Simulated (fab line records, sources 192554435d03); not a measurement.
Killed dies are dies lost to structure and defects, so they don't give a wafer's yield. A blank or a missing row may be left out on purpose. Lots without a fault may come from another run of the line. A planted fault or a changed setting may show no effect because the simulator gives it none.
One fault seen from 3 desks | flow n5_finfet | each desk has only its own numbers; what lay behind them comes last

THE TOOL OWNER'S DESK: ald_metal-03
The tool's own readings at N5_HKMG_FIN_PWFM_ALD_03 (deposits TiN, target thk 2 nm, pulse time 1 s, purge time 3 s): means of the sampled wafers that have a number, for each lot that ran on this tool. A lot is out of limits, marked OUT, if its mean lies more than 4 standard deviations from the usual mean; the brackets give that distance.
Columns: A = heater_power_w at N5_HKMG_FIN_PWFM_ALD_03, usual 866 W; B = precursor_pulse_height_rel at N5_HKMG_FIN_PWFM_ALD_03, usual 0.998
lot  | first seen here | A   | B
L516 | day 5 10:28     | 918 | 1.007
L518 | day 5 17:26     | 854 | 0.970
L522 | day 6 17:19     | 840 | 1.011
L527 | day 7 23:28     | 840 | 0.991
This desk's finding: nothing out of limits on any of the 4 lots.

THE METROLOGY DESK
What the gauges read, lot by lot, whatever tool the lot ran on: means of the sampled wafers that have a number. A lot is out of limits, marked OUT, if its mean lies more than 4 standard deviations from the usual mean; the brackets give that distance. Of its 10 readings 7 are shown: those that lie furthest out on some lot.
Columns: A = DIBL_N at N5_BEOL_M4_RC_MEAS_101, usual 35.9 mV/V; B = DIBL_P at N5_BEOL_M4_RC_MEAS_101, usual 36.3 mV/V; C = IOFF_P at N5_BEOL_M4_RC_MEAS_101, usual 0.208 nA/um; D = ION_N at N5_BEOL_M4_RC_MEAS_101, usual 672 uA/um; E = ION_P at N5_BEOL_M4_RC_MEAS_101, usual 462 uA/um; F = SS_P at N5_BEOL_M4_RC_MEAS_101, usual 73.3 mV/dec; G = VT_N at N5_BEOL_M4_RC_MEAS_101, usual 250.4 mV
lot  | first seen here | A    | B    | C     | D   | E   | F    | G
L513 | day 8 15:58     | 36.7 | 36.8 | 0.206 | 678 | 460 | 73.6 | 250.7
L514 | day 9 02:06     | 34.0 | 36.5 | 0.203 | 668 | 462 | 73.6 | 247.4
L516 | day 9 11:50     | 35.5 | 35.4 | 0.195 | 673 | 461 | 72.6 | 250.7
L518 | day 10 07:00    | 36.5 | 36.2 | 0.225 | 679 | 469 | 73.7 | 249.5
L522 | day 10 20:38    | 35.4 | 34.7 | 0.196 | 668 | 461 | 73.1 | 251.8
L527 | day 12 12:07    | 36.4 | 37.0 | 0.241 | 681 | 471 | 73.6 | 247.6
L530 | day 13 16:50    | 35.5 | 35.6 | 0.195 | 675 | 459 | 73.2 | 250.3
L533 | day 14 01:19    | 36.7 | 37.8 | 0.221 | 687 | 467 | 74.0 | 248.2
L534 | day 14 04:28    | 35.4 | 36.4 | 0.191 | 671 | 462 | 72.9 | 252.6
This desk's finding: nothing out of limits on any of the 9 lots.

THE DEFECT DESK
What the inspections along the route counted, lot by lot: means of the sampled wafers that have a number. A lot is out of limits, marked OUT, if its mean lies more than 4 standard deviations from the usual mean; the brackets give that distance.
Columns: A = raw_defect_count at N5_HKMG_FIN_INSPECT_14, usual 2.0
lot  | first seen here | A
L513 | day 4 12:14     | 1.3
L514 | day 4 14:41     | 2.0
L516 | day 5 11:21     | 3.0
L518 | day 5 18:11     | 2.3
L522 | day 6 18:05     | 1.0
L527 | day 8 00:14     | 2.0
L530 | day 8 16:37     | 2.0
L533 | day 9 13:44     | 1.7
L534 | day 9 17:14     | 2.0
This desk's finding: nothing out of limits on any of the 9 lots.

PUT TOGETHER
The tool owner's desk saw nothing out of limits.
The metrology desk saw nothing out of limits.
The defect desk saw nothing out of limits.

WHAT THE SIMULATOR HAD PUT IN
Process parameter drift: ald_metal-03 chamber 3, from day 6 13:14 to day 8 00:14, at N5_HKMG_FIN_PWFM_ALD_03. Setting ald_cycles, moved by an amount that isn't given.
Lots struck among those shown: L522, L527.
